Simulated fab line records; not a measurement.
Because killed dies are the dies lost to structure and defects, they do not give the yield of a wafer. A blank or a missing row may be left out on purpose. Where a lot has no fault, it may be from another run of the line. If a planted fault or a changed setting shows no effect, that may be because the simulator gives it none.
Matching of chambers || flow n5 finfet || N5_BEOL_M11_VIA_ETCH_34 on rie diel-04 has 4 sister chambers
The step etches SiCOH lowk in C4F6/O2, target depth 184.5 nm, time 69.2 s. 18 wafers are shown with their chamber, then 9 later ones without.

WAFERS WITH THEIR CHAMBER
{"wafer": "L077.2", "chamber": 0, "rf vpp V (V)": 664, "throttle valve pct (%)": 20.92, "showerhead plenum p Torr (Torr)": 2.76}
{"wafer": "L077.4", "chamber": 1, "rf vpp V (V)": 667, "throttle valve pct (%)": 21.27, "showerhead plenum p Torr (Torr)": 2.82}
{"wafer": "L077.6", "chamber": 2, "rf vpp V (V)": 691, "throttle valve pct (%)": 21.00, "showerhead plenum p Torr (Torr)": 2.90}
{"wafer": "L078.1", "chamber": 1, "rf vpp V (V)": 668, "throttle valve pct (%)": 21.29, "showerhead plenum p Torr (Torr)": 2.82}
{"wafer": "L078.3", "chamber": 2, "rf vpp V (V)": 691, "throttle valve pct (%)": 21.00, "showerhead plenum p Torr (Torr)": 2.90}
{"wafer": "L078.4", "chamber": 3, "rf vpp V (V)": 654, "throttle valve pct (%)": 20.70, "showerhead plenum p Torr (Torr)": 2.82}
{"wafer": "L084.1", "chamber": 0, "rf vpp V (V)": 663, "throttle valve pct (%)": 20.94, "showerhead plenum p Torr (Torr)": 2.75}
{"wafer": "L084.3", "chamber": 3, "rf vpp V (V)": 653, "throttle valve pct (%)": 20.72, "showerhead plenum p Torr (Torr)": 2.82}
{"wafer": "L084.4", "chamber": 2, "rf vpp V (V)": 691, "throttle valve pct (%)": 21.02, "showerhead plenum p Torr (Torr)": 2.90}
{"wafer": "L086.1", "chamber": 3, "rf vpp V (V)": 654, "throttle valve pct (%)": 20.73, "showerhead plenum p Torr (Torr)": 2.81}
{"wafer": "L086.3", "chamber": 2, "rf vpp V (V)": 690, "throttle valve pct (%)": 21.02, "showerhead plenum p Torr (Torr)": 2.89}
{"wafer": "L086.5", "chamber": 2, "rf vpp V (V)": 690, "throttle valve pct (%)": 21.02, "showerhead plenum p Torr (Torr)": 2.89}
{"wafer": "L090.1", "chamber": 1, "rf vpp V (V)": 667, "throttle valve pct (%)": 21.31, "showerhead plenum p Torr (Torr)": 2.81}
{"wafer": "L090.5", "chamber": 0, "rf vpp V (V)": 664, "throttle valve pct (%)": 20.95, "showerhead plenum p Torr (Torr)": 2.75}
{"wafer": "L090.6", "chamber": 3, "rf vpp V (V)": 651, "throttle valve pct (%)": 20.74, "showerhead plenum p Torr (Torr)": 2.81}
{"wafer": "L089.1", "chamber": 1, "rf vpp V (V)": 667, "throttle valve pct (%)": 21.31, "showerhead plenum p Torr (Torr)": 2.81}
{"wafer": "L089.2", "chamber": 2, "rf vpp V (V)": 691, "throttle valve pct (%)": 21.03, "showerhead plenum p Torr (Torr)": 2.89}
{"wafer": "L089.6", "chamber": 1, "rf vpp V (V)": 667, "throttle valve pct (%)": 21.30, "showerhead plenum p Torr (Torr)": 2.81}

SIGNATURES (means of the wafers above)
{"reading": "rf vpp V", "chamber 0": 663.67, "chamber 1": 667.20, "chamber 2": 690.67, "chamber 3": 653.00, "scatter within a chamber": 0.793}
{"reading": "throttle valve pct", "chamber 0": 20.9367, "chamber 1": 21.2960, "chamber 2": 21.0150, "chamber 3": 20.7225, "scatter within a chamber": 0.0151}
{"reading": "showerhead plenum p Torr", "chamber 0": 2.7533, "chamber 1": 2.8140, "chamber 2": 2.8950, "chamber 3": 2.8150, "scatter within a chamber": 0.00558}
Rule: for each reading, subtract the chamber's mean from the wafer's reading, divide by that reading's scatter and square the result; add these up over the readings and take the root, which gives the wafer's distance from the chamber. The wafer belongs to the nearest chamber; if the next one is less than 2 further off, it can't be placed. The scatter: take each reading less its chamber's mean, square it, sum over the shown wafers, divide by the number of wafers less the number of chambers, and take the root.

WAFERS WITH NO CHAMBER GIVEN
{"wafer": "L095.3", "rf vpp V (V)": 653, "throttle valve pct (%)": 20.73, "showerhead plenum p Torr (Torr)": 2.81}
{"wafer": "L095.4", "rf vpp V (V)": 667, "throttle valve pct (%)": 21.33, "showerhead plenum p Torr (Torr)": 2.81}
{"wafer": "L095.6", "rf vpp V (V)": 691, "throttle valve pct (%)": 21.06, "showerhead plenum p Torr (Torr)": 2.89}
{"wafer": "L096.1", "rf vpp V (V)": 652, "throttle valve pct (%)": 20.75, "showerhead plenum p Torr (Torr)": 2.80}
{"wafer": "L096.5", "rf vpp V (V)": 666, "throttle valve pct (%)": 21.32, "showerhead plenum p Torr (Torr)": 2.80}
{"wafer": "L096.6", "rf vpp V (V)": 663, "throttle valve pct (%)": 20.97, "showerhead plenum p Torr (Torr)": 2.74}
{"wafer": "L097.4", "rf vpp V (V)": 664, "throttle valve pct (%)": 20.96, "showerhead plenum p Torr (Torr)": 2.74}
{"wafer": "L097.5", "rf vpp V (V)": 689, "throttle valve pct (%)": 21.05, "showerhead plenum p Torr (Torr)": 2.88}
{"wafer": "L097.6", "rf vpp V (V)": 666, "throttle valve pct (%)": 21.32, "showerhead plenum p Torr (Torr)": 2.80}

WHICH CHAMBER EACH ONE RAN IN
{"wafer": "L095.3", "from the rows above": 3, "in truth": 3}
{"wafer": "L095.4", "from the rows above": 1, "in truth": 1}
{"wafer": "L095.6", "from the rows above": 2, "in truth": 2}
{"wafer": "L096.1", "from the rows above": 3, "in truth": 3}
{"wafer": "L096.5", "from the rows above": 1, "in truth": 1}
{"wafer": "L096.6", "from the rows above": 0, "in truth": 0}
{"wafer": "L097.4", "from the rows above": 0, "in truth": 0}
{"wafer": "L097.5", "from the rows above": 2, "in truth": 2}
{"wafer": "L097.6", "from the rows above": 1, "in truth": 1}
Placed correctly: 9 of 9. Can't be placed from these rows: 0. Placed wrongly: 0.
